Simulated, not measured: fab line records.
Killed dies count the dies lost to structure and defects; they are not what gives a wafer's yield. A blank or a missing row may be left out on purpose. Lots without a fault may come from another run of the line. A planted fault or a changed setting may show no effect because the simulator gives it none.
A struck lot beside a sound one    flow n5_finfet    16 out of 1938 route steps
Sound: the wafers L657.1, L657.4, L657.5. Wafers L663.2, L663.5, L663.6 were the ones struck. At the end, the cause is stated.
At each step with rows: each side's tool, then ch and its chambers, then its first start. Under that, the readings that differ: sound wafers    struck wafers    difference of the means    sigmas: that difference in standard deviations of wafers without a fault.
alike: readings with means less than 2 such deviations apart, plus words and numbers identical on both sides. not compared: withheld readings, readings lacking a value on some wafer, bounds such as >300 that could conceal the same value, and numbers that have no deviation in the record and whose values overlap.
The two part at a step that has a row with sigmas, a row that says differs or no value, or rows on one side only. Non-overlapping numbers with no deviation appear without sigmas and do not part them. A reading that every wafer of one side lacks parts them only if that side has two wafers or more.

first, 1 step without rows for these wafers: N5_BEOL_M1_SPUTTER_48 (material Cu, target thk 4.5 nm, time 8.29 s).
N5_BEOL_M1_ANNEAL_49: time 240 s.
  sound on pvd_sputter-03 at day 8 09:26; struck on pvd_sputter-03 at day 9 20:26
  alike: heater_power_w
then, 2 steps without rows for these wafers: N5_BEOL_M1_SPUTTER_79 (material Cu, target thk 4.5 nm, time 8.29 s); N5_BEOL_M1_ANNEAL_80 (time 240 s).
N5_BEOL_M1_SPUTTER_81: material Cu, target thk 4.5 nm, time 8.29 s.
  sound on pvd_sputter-03 at day 8 09:49; struck on pvd_sputter-03 at day 9 20:48
  alike: chamber_pressure_pa, chuck_gas_flow_sccm, substrate_temp_c, throttle_valve_pct
then, 1 step without rows for these wafers: N5_BEOL_M1_ANNEAL_82 (time 240 s).
N5_BEOL_M1_SPUTTER_86: material Cu, target thk 4.5 nm, time 8.29 s.
  sound on pvd_sputter-03 at day 8 10:03; struck on pvd_sputter-03 at day 9 21:01
  alike: chamber_pressure_pa, chuck_gas_flow_sccm, substrate_temp_c, throttle_valve_pct
then, 1 step without rows for these wafers: N5_BEOL_M1_ANNEAL_87 (time 240 s).
N5_BEOL_M1_SPUTTER_88: material Cu, target thk 4.5 nm, time 8.29 s.
  sound on pvd_sputter-03 at day 8 10:17; struck on pvd_sputter-03 at day 9 21:14
  alike: chamber_pressure_pa, chuck_gas_flow_sccm, substrate_temp_c, throttle_valve_pct
then, 2 steps without rows for these wafers: N5_BEOL_M1_ANNEAL_89 (time 240 s); N5_BEOL_M1_SPUTTER_90 (material Cu, target thk 4.5 nm, time 8.29 s).
N5_BEOL_M1_ANNEAL_91: time 240 s.
  sound on pvd_sputter-03 at day 8 10:37; struck on pvd_sputter-03 at day 9 21:32
  alike: heater_power_w
N5_BEOL_M1_SPUTTER_92: material Cu, target thk 4.5 nm, time 8.29 s.
  sound on pvd_sputter-03 at day 8 10:46; struck on pvd_sputter-03 at day 9 21:41
  no value came back on the struck wafers for chamber_pressure_pa (Pa), chuck_gas_flow_sccm (sccm), substrate_temp_c (C), throttle_valve_pct (%); on the sound wafers chamber_pressure_pa (Pa) reads 0.07008 0.06996 0.07008
then, 1 step without rows for these wafers: N5_BEOL_M1_ANNEAL_93 (time 240 s).
N5_BEOL_M4_RC_MEAS_101:
  sound on prober-01 ch 0, day 10 01:48; struck on prober-01 ch 0, day 11 18:29
  alike: DIBL_N, DIBL_P, IOFF_N, IOFF_P, ION_N, ION_P, SS_N, SS_P, VT_N, VT_P
-- here the record skips 4 days between the struck wafers' starts before and after, leaving off in module BEOL_M4 and picking up in module PASSIVATION (first step shown: number 1936 of the route) --
N5_PASSIVATION_PROBE_49:
  record: rows for the struck wafers here (prober-02, day 15 21:15), none for the sound ones

## WHERE THEY PART
Earliest at N5_BEOL_M1_SPUTTER_92; latest, in this record, at N5_PASSIVATION_PROBE_49.

WHY: the cause the simulator had injected
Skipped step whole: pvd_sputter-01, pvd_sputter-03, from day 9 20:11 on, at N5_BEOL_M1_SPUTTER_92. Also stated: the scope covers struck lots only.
